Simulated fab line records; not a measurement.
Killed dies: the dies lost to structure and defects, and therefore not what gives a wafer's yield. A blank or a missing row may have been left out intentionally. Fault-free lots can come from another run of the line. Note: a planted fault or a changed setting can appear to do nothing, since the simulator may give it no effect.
Problem report, 8D (eight disciplines) form, completed by code | flow n5_finfet | the parts of the form that need people (team, actions taken, sign-off) are left out

## 1. THE PROBLEM
spin_speed_rpm at N5_SD_EPI_N_COAT_32 reads a mean of 1355.5 rpm on 6 wafers of 2 lots; wafers without a fault read 1499.9 rpm with a standard deviation of 0.97. So: -99 or more standard deviations from the usual mean.
The step: time 60 s, resist thk 350 nm.
Seen first at day 5 00:21 on litho_track-03, wafer L737.3. The record has a number at this step for 18 wafers belonging to 6 lots. Rule for "out" (also "out of limits"): further than 4 standard deviations from the usual mean. All remaining wafers that have a number are taken as sound.

## 2. WHAT IT IS, WHAT IT ISN'T
question                    | is                     | is not
which readings at this step | spin_speed_rpm         | -
which lots                  | L737, L740             | L732, L734, L746, L751
which wafers of those lots  | all that have a number | -
read on which tools         | litho_track-03         | litho_track-01
when                        | from day 5 00:21       | up to then (6 sound wafers); but 6 sound wafers of L746, L751 came after

## 3. SUSPECTS, AND WHAT RULES EACH OUT
Counting: any tool at a process step up to the reading is kept as a suspect provided that every lot that is out went through it and no sound lot did after the first of them.
- ald_sin-01 at N5_SPACER0_ALD_07 (deposits SiNx, target thk 2 nm): ruled out as a lasting fault. Sound lots L746, L751 ran on it after its first lot that is out, L737 (day 4 23:45).
- ald_sin-01 at N5_SPACER0_ALD_00 (deposits SiOCN, target thk 3.5 nm, pulse time 3 s, purge time 2 s): ruled out as a lasting fault. Sound lots L746, L751 ran on it after its first lot that is out, L737 (day 4 23:54).
- ald_sin-01 at N5_SPACER0_ALD_08 (deposits SiNx, target thk 2 nm): ruled out as a lasting fault. Sound lots L746, L751 ran on it after its first lot that is out, L737 (day 5 00:10).
- litho_track-03 at N5_SD_EPI_N_COAT_32 (time 60 s, resist thk 350 nm): kept. It ran every lot that is out, first L737 (day 5 00:21), and no sound lot after that; its last sound lot up to then is L734 (day 4 08:44). Its own readings are out on those wafers: spin_speed_rpm.
Remaining after the count: litho_track-03 at N5_SD_EPI_N_COAT_32.

## 4. THE CAUSE (what the simulator had put in)
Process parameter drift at N5_SD_EPI_N_COAT_32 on litho_track-03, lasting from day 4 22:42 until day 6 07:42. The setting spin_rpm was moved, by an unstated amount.
After counting, this tool was the only one left.

## 5. THE EFFECT CHAIN, in route order
One row per reading whose mean, taken over the struck wafers that have a number, lies over 3 standard deviations from the usual. Only readings whose record carries a usual standard deviation are examined. hours: median over the lots of the time between each lot's start at the first step of this table that gives one and its start at this step. sigmas: the change, counted in usual standard deviations.
hours | step                | reading        | usual      | on struck wafers | change | sigmas
0     | N5_SD_EPI_N_COAT_32 | spin_speed_rpm | 1499.9 rpm | 1355.5           | -144.4 | -99 or more
Its process steps:
- N5_SD_EPI_N_COAT_32: time 60 s, resist thk 350 nm.
Later measuring or inspecting steps at which every struck wafer that the step has a row for has a number for every such reading, and none has moved that far: N5_BEOL_M4_RC_MEAS_101.

## 6. HOW IT WOULD HAVE BEEN CAUGHT EARLIER
In this record the first reading out of limits was taken at day 5 00:21, 2 hours after the fault began at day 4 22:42.
